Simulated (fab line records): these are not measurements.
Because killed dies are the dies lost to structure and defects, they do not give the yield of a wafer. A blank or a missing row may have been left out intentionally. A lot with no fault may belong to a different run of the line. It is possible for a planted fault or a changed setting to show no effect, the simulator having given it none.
The tool behind it: which one?	flow n5Finfet	18 lots, 54 wafers sampled, at 6 steps of a route of 1938

== WHAT THE GAUGES READ, wafer by wafer ==
No reading from a measuring or inspecting step in the record can be judged against a usual standard deviation.

== WHAT TOOL EACH LOT RAN ON (gives the tool, then ch and the chambers of the sampled wafers, and finally the start) ==
lot	N5_BEOL_M0_SAQP_ETCH_107	N5_BEOL_M0_SAQP_STRIP_108	N5_BEOL_M0_CUTY_ETCH_62	N5_BEOL_M1_ETCH_74	N5_BEOL_M1_HM_OPEN_17	N5_BEOL_M1_ETCH_77
L074	rieDiel-05 ch 0,3, day 5 18:10	rieDiel-05 ch 0,3, day 5 18:13	rieDiel-04 ch 0,3, day 5 21:08	rieDiel-05 ch 0,2,3, day 6 05:53	rieMetal-01 ch 0,1, day 6 06:06	rieDiel-05 ch 1,2,3, day 6 07:12
L075	rieDiel-06 ch 0,3, day 6 05:50	rieDiel-06 ch 0,3, day 6 05:52	rieDiel-03 ch 0,2,3, day 6 09:10	rieDiel-02 ch 0,1,2, day 6 17:50	rieMetal-01 ch 0,1, day 6 18:03	rieDiel-02 ch 0,2,3, day 6 18:45
L078	rieDiel-05 ch 0,1,3, day 6 16:07	rieDiel-05 ch 0,1,3, day 6 16:09	rieDiel-04 ch 0,1,3, day 6 19:40	rieDiel-05 ch 0,2,3, day 7 03:38	rieMetal-03 ch 0,1, day 7 03:51	rieDiel-06 ch 0,2,3, day 7 04:30
L079	rieDiel-06 ch 0,1,3, day 7 00:42	rieDiel-06 ch 0,1,3, day 7 00:44	rieDiel-01 ch 1,2,3, day 7 03:49	rieDiel-02 ch 0,3, day 7 15:10	rieMetal-03 ch 0,1, day 7 15:22	rieDiel-06 ch 0,3, day 7 16:05
L080	rieDiel-05 ch 0,2, day 7 04:17	rieDiel-05 ch 0,2, day 7 04:20	rieDiel-04 ch 0,1,3, day 7 07:11	rieDiel-06 ch 0,3, day 7 17:45	rieMetal-02 ch 0,1, day 7 17:58	rieDiel-02 ch 1,2,3, day 7 19:00
L081	rieDiel-05 ch 1,2,3, day 7 11:17	rieDiel-05 ch 1,2,3, day 7 11:20	rieDiel-01 ch 0,2,3, day 7 14:38	rieDiel-06 ch 0,2,3, day 7 23:33	rieMetal-01 ch 0,1, day 7 23:46	rieDiel-05 ch 1,2,3, day 8 00:40
L082	rieDiel-02 ch 0,1,3, day 7 21:19	rieDiel-02 ch 0,1,3, day 7 21:22	rieDiel-01 ch 0,2, day 8 00:15	rieDiel-05 ch 0,1,2, day 8 11:14	rieMetal-01 ch 0,1, day 8 11:29	rieDiel-05 ch 0,2,3, day 8 12:14
L083	rieDiel-05 ch 1,3, day 8 02:05	rieDiel-05 ch 1,3, day 8 02:08	rieDiel-01 ch 0,1,2, day 8 05:44	rieDiel-02 ch 0,2, day 8 17:38	rieMetal-03 ch 0,1, day 8 17:50	rieDiel-05 ch 1,3, day 8 18:37
L084	rieDiel-06 ch 0,2, day 8 07:39	rieDiel-06 ch 0,2, day 8 07:41	rieDiel-01 ch 1,2,3, day 8 12:41	rieDiel-02 ch 2,3, day 8 20:19	rieMetal-02 ch 0,1, day 8 20:31	rieDiel-06 ch 0,1, day 8 21:11
L086	rieDiel-05 ch 1,2,3, day 9 00:16	rieDiel-05 ch 1,2,3, day 9 00:18	rieDiel-04 ch 0,1,2, day 9 03:02	rieDiel-02 ch 1,3, day 9 10:25	rieMetal-03 ch 0,1, day 9 10:37	rieDiel-02 ch 1,3, day 9 11:32
L087	rieDiel-05 ch 1,2,3, day 9 03:51	rieDiel-05 ch 1,2,3, day 9 03:53	rieDiel-03 ch 0,2,3, day 9 08:13	rieDiel-06 ch 0,1,2, day 9 14:21	rieMetal-01 ch 0,1, day 9 14:34	rieDiel-06 ch 0,2, day 9 15:23
L088	rieDiel-05 ch 1,2,3, day 9 07:41	rieDiel-05 ch 1,2,3, day 9 07:43	rieDiel-04 ch 0,1,2, day 9 10:53	rieDiel-05 ch 0,1,3, day 9 19:40	rieMetal-01 ch 0,1, day 9 19:52	rieDiel-02 ch 1,3, day 9 20:32
L089	rieDiel-06 ch 0,1,3, day 9 11:52	rieDiel-06 ch 0,1,3, day 9 11:55	rieDiel-04 ch 0,1,2, day 9 15:17	rieDiel-02 ch 1,2,3, day 9 23:59	rieMetal-01 ch 0,1, day 10 00:11	rieDiel-06 ch 1,2, day 10 01:13
L090	rieDiel-06 ch 0,1, day 9 18:06	rieDiel-06 ch 0,1, day 9 18:08	rieDiel-03 ch 0,1,2, day 9 21:20	rieDiel-06 ch 0,3, day 10 08:04	rieMetal-01 ch 0, day 10 08:20	rieDiel-02 ch 1,2,3, day 10 09:10
L091	rieDiel-05 ch 0,2,3, day 9 21:02	rieDiel-05 ch 0,2,3, day 9 21:05	rieDiel-01 ch 1,2,3, day 10 00:44	rieDiel-02 ch 0,3, day 10 08:29	rieMetal-03 ch 0,1, day 10 08:43	rieDiel-02 ch 0,1,2, day 10 09:29
L092	rieDiel-05 ch 1,2,3, day 10 05:39	rieDiel-05 ch 1,2,3, day 10 05:41	rieDiel-04 ch 0,2, day 10 08:40	rieDiel-05 ch 0,1,2, day 10 16:46	rieMetal-01 ch 0, day 10 16:59	rieDiel-02 ch 2,3, day 10 18:02
L094	rieDiel-06 ch 0,3, day 10 19:27	rieDiel-06 ch 0,3, day 10 19:29	rieDiel-03 ch 1,2,3, day 11 00:24	rieDiel-05 ch 0,1,2, day 11 08:43	rieMetal-02 ch 0,1, day 11 08:57	rieDiel-05 ch 1,3, day 11 09:41
L097	rieDiel-06 ch 1,2,3, day 11 11:43	rieDiel-06 ch 1,2,3, day 11 11:46	rieDiel-03 ch 2, day 11 14:35	rieDiel-06 ch 1,2,3, day 12 02:02	rieMetal-02 ch 0,1, day 12 02:16	rieDiel-05 ch 0,2,3, day 12 03:02
- N5_BEOL_M0_SAQP_ETCH_107: etches SiNx in CH3F/O2, target depth 30 nm.
- N5_BEOL_M0_SAQP_STRIP_108: strips in N2/H2.
- N5_BEOL_M0_CUTY_ETCH_62: etches SiARC in CF4, time 58.5 s.
- N5_BEOL_M1_ETCH_74: etches underlayer in N2/H2, target depth 6.5 nm, time 5.2 s.
- N5_BEOL_M1_HM_OPEN_17: chemistry Cl2/BCl3, target TiN, target depth 20 nm, overetch 6 nm.
- N5_BEOL_M1_ETCH_77: etches underlayer in N2/H2, target depth 6.5 nm, time 5.2 s.

== AS READ BY THE TOOLS THEMSELVES (means over the sampled wafers that have a number; for cases with no such wafer, the mark the record gives instead) ==
N5_BEOL_M0_SAQP_ETCH_107.
lot	tool	drypumpMotorCurrentA (A)	oesProductAu (a.u.)	rfVppV (V)	showerheadPlenumPTorr (Torr)	throttleValvePct (%)
L074	rieDiel-05	5.6	0.71	298	1.98	16.46
L075	rieDiel-06	5.7	0.75	303	1.90	16.60
L078	rieDiel-05	5.5	0.71	299	2.01	16.39
L079	rieDiel-06	5.9	0.76	299	1.91	16.63
L080	rieDiel-05	5.9	0.73	296	2.02	16.69
L081	rieDiel-05	5.6	0.73	298	2.05	16.43
L082	rieDiel-02	6.0	0.85	301	2.07	16.29
L083	rieDiel-05	5.4	0.70	300	2.04	16.34
L084	rieDiel-06	5.5	0.83	298	1.91	16.49
L086	rieDiel-05	5.6	0.72	298	2.04	16.46
L087	rieDiel-05	5.6	0.72	298	2.04	16.46
L088	rieDiel-05	5.6	0.71	298	2.04	16.46
L089	rieDiel-06	5.9	0.74	300	1.91	16.66
L090	rieDiel-06	6.0	0.76	295	1.94	16.67
L091	rieDiel-05	5.6	0.82	297	2.01	16.38
L092	rieDiel-05	5.6	0.71	298	2.04	16.48
L094	rieDiel-06	5.5	0.74	300	1.85	16.64
L097	rieDiel-06	6.2	0.77	302	1.97	16.62

N5_BEOL_M0_SAQP_STRIP_108.
lot	tool	biasPowerW (W)	drypumpMotorCurrentA (A)	n2FlowSccm (sccm)	oesProductAu (a.u.)	rfVppV (V)	showerheadPlenumPTorr (Torr)	throttleValvePct (%)
L074	rieDiel-05	27.98	5.6	300.7	0.72	121.0	3.32	19.22
L075	rieDiel-06	28.08	5.8	299.4	0.74	121.1	3.17	19.10
L078	rieDiel-05	27.98	5.6	299.6	0.71	122.3	3.37	19.25
L079	rieDiel-06	27.99	5.9	300.2	0.75	120.5	3.21	19.12
L080	rieDiel-05	28.01	5.9	299.8	0.72	121.8	3.37	19.44
L081	rieDiel-05	27.99	5.6	300.3	0.72	122.5	3.44	19.25
L082	rieDiel-02	28.02	6.0	299.6	0.84	122.3	3.49	19.21
L083	rieDiel-05	27.99	5.5	300.7	0.70	122.3	3.43	19.28
L084	rieDiel-06	27.99	5.6	300.2	0.83	121.0	3.23	18.91
L086	rieDiel-05	28.04	5.6	299.9	0.72	122.5	3.44	19.27
L087	rieDiel-05	27.97	5.6	300.1	0.71	121.2	3.44	19.27
L088	rieDiel-05	28.01	5.6	299.9	0.71	121.3	3.43	19.27
L089	rieDiel-06	28.05	5.9	300.2	0.74	120.7	3.21	19.16
L090	rieDiel-06	27.90	6.1	300.6	0.75	121.8	3.26	19.18
L091	rieDiel-05	28.03	5.7	299.2	0.81	121.5	3.38	19.13
L092	rieDiel-05	28.03	5.6	298.6	0.70	122.3	3.43	19.28
L094	rieDiel-06	28.06	5.5	299.7	0.74	121.6	3.13	19.08
L097	rieDiel-06	28.07	6.2	299.1	0.78	122.9	3.30	19.11

N5_BEOL_M0_CUTY_ETCH_62.
lot	tool	drypumpMotorCurrentA (A)	etchRfOnTimeS (s)	oesProductAu (a.u.)	rfVppV (V)	showerheadPlenumPTorr (Torr)	throttleValvePct (%)
L074	rieDiel-04	5.7	59.1	0.65	182.8	2.12	15.8
L075	rieDiel-03	5.8	60.0	0.62	183.5	2.11	15.5
L078	rieDiel-04	5.9	60.4	0.61	184.1	2.12	15.7
L079	rieDiel-01	6.1	58.6	0.75	183.5	2.08	15.5
L080	rieDiel-04	5.9	60.9	0.60	184.5	2.12	15.7
L081	rieDiel-01	6.4	58.4	0.69	183.7	2.13	15.7
L082	rieDiel-01	6.5	59.8	0.63	183.7	2.11	16.0
L083	rieDiel-01	6.2	58.6	0.68	183.5	2.12	15.8
L084	rieDiel-01	6.1	57.6	0.74	183.9	2.08	15.6
L086	rieDiel-04	6.0	60.0	0.68	184.6	2.13	15.7
L087	rieDiel-03	5.8	59.0	0.62	184.0	2.10	15.5
L088	rieDiel-04	6.0	60.1	0.67	183.6	2.13	15.7
L089	rieDiel-04	6.0	60.4	0.67	183.2	2.13	15.7
L090	rieDiel-03	5.4	59.1	0.68	183.7	2.09	15.4
L091	rieDiel-01	6.1	58.0	0.72	183.2	2.08	15.6
L092	rieDiel-04	5.9	59.5	0.62	184.7	2.11	16.0
L094	rieDiel-03	5.7	59.8	0.67	183.5	2.15	15.4
L097	rieDiel-03	5.3	59.1	0.63	183.0	2.05	15.4

N5_BEOL_M1_ETCH_74.
lot	tool	drypumpMotorCurrentA (A)	etchRfOnTimeS (s)	n2FlowSccm (sccm)	oesProductAu (a.u.)	rfVppV (V)	showerheadPlenumPTorr (Torr)	throttleValvePct (%)
L074	rieDiel-05	5.6	5.17	200.5	0.64	526	2.56	18.03
L075	rieDiel-02	6.0	5.10	200.0	0.69	526	2.60	17.78
L078	rieDiel-05	5.6	5.11	200.6	0.63	524	2.56	18.03
L079	rieDiel-02	5.6	5.10	199.8	0.72	525	2.60	18.04
L080	rieDiel-06	5.5	5.07	199.8	0.65	519	2.38	18.05
L081	rieDiel-06	5.8	5.21	199.5	0.70	522	2.45	18.00
L082	rieDiel-05	5.8	5.30	199.4	0.61	524	2.60	18.15
L083	rieDiel-02	5.6	5.04	200.1	0.67	523	2.51	17.81
L084	rieDiel-02	5.2	5.02	200.8	0.75	525	2.54	18.05
L086	rieDiel-02	6.1	5.14	199.8	0.76	527	2.67	17.93
L087	rieDiel-06	5.9	5.15	200.0	0.69	521	2.49	18.03
L088	rieDiel-05	5.6	5.26	200.7	0.67	524	2.54	17.84
L089	rieDiel-02	5.7	5.14	200.4	0.72	524	2.58	17.95
L090	rieDiel-06	5.5	5.09	200.3	0.64	518	2.37	18.10
L091	rieDiel-02	5.5	5.04	200.6	0.78	525	2.59	17.93
L092	rieDiel-05	5.9	5.24	199.8	0.68	525	2.59	18.06
L094	rieDiel-05	5.8	5.23	200.2	0.67	525	2.59	18.09
L097	rieDiel-06	6.2	5.25	200.0	0.65	522	2.50	18.08

N5_BEOL_M1_HM_OPEN_17.
lot	tool	drypumpMotorCurrentA (A)	oesProductAu (a.u.)	throttleValvePct (%)
L074	rieMetal-01	5.3	0.51	22.7
L075	rieMetal-01	5.1	0.51	22.6
L078	rieMetal-03	5.1	0.75	22.0
L079	rieMetal-03	5.2	0.72	22.1
L080	rieMetal-02	5.4	0.74	21.9
L081	rieMetal-01	5.1	0.52	22.6
L082	rieMetal-01	5.3	0.52	22.7
L083	rieMetal-03	5.1	0.73	22.0
L084	rieMetal-02	5.4	0.74	21.9
L086	rieMetal-03	5.2	0.73	22.0
L087	rieMetal-01	5.3	0.52	22.7
L088	rieMetal-01	5.1	0.50	22.6
L089	rieMetal-01	5.1	0.50	22.6
L090	rieMetal-01	4.8	0.50	22.6
L091	rieMetal-03	5.1	0.72	22.0
L092	rieMetal-01	4.8	0.50	22.6
L094	rieMetal-02	5.4	0.72	22.0
L097	rieMetal-02	5.4	0.71	22.0

N5_BEOL_M1_ETCH_77.
lot	tool	drypumpMotorCurrentA (A)	etchRfOnTimeS (s)	n2FlowSccm (sccm)	oesProductAu (a.u.)	rfVppV (V)	showerheadPlenumPTorr (Torr)	throttleValvePct (%)
L074	rieDiel-05	5.6	5.21	199.4	0.63	526	2.61	18.00
L075	rieDiel-02	5.6	5.02	199.5	0.70	525	2.55	17.90
L078	rieDiel-06	5.8	5.21	199.8	0.70	522	2.46	17.98
L079	rieDiel-06	5.7	5.16	200.7	0.63	520	2.39	18.05
L080	rieDiel-02	5.7	5.13	200.0	0.75	525	2.58	17.92
L081	rieDiel-05	5.6	5.23	200.3	0.62	526	2.61	18.03
L082	rieDiel-05	5.6	5.16	199.7	0.62	524	2.56	18.05
L083	rieDiel-05	5.4	5.38	199.7	0.59	525	2.60	17.93
L084	rieDiel-06	6.1	5.03	200.3	0.66	522	2.46	18.13
L086	rieDiel-02	5.7	5.10	200.0	0.76	527	2.63	18.05
L087	rieDiel-06	5.8	5.32	200.1	0.73	524	2.52	17.98
L088	rieDiel-02	6.1	5.18	199.9	0.75	527	2.67	17.94
L089	rieDiel-06	6.4	5.17	199.7	0.69	524	2.54	18.09
L090	rieDiel-02	5.7	5.07	200.5	0.72	525	2.57	17.96
L091	rieDiel-02	6.0	5.15	199.6	0.75	525	2.59	17.68
L092	rieDiel-02	5.3	5.03	200.6	0.71	523	2.49	17.98
L094	rieDiel-05	5.3	5.30	200.0	0.58	524	2.55	17.86
L097	rieDiel-05	5.7	5.23	200.0	0.66	523	2.55	17.95

== THE ANSWER, worked out from the rows above alone ==
Rule: usual is defined by the lots themselves. The widest of any qualifying gaps counts: lots, ordered by their means at a reading, are off when they make up no more than a third of the lots, leave a main group of 4 or more, and stand apart from it by 3 or more times the standard deviation of that group's means. If all means in a main group match to the digits the tables above print for the reading, that group is not used. A lot without any number at a reading at which 4 lots or more have one is off too. Any other lot the step has rows for is counted as sound. Order of review: gauges by route order, followed by the tools' own readings, for which a lot's mean as printed above is used. The first step at which some lot is off is used, and at that step the reading that is off furthest; a lot without a number counts as furthest.
Across all readings shown, no lot is off: no conclusion can be drawn from this.

== WHAT WAS PUT IN BY THE SIMULATOR ==
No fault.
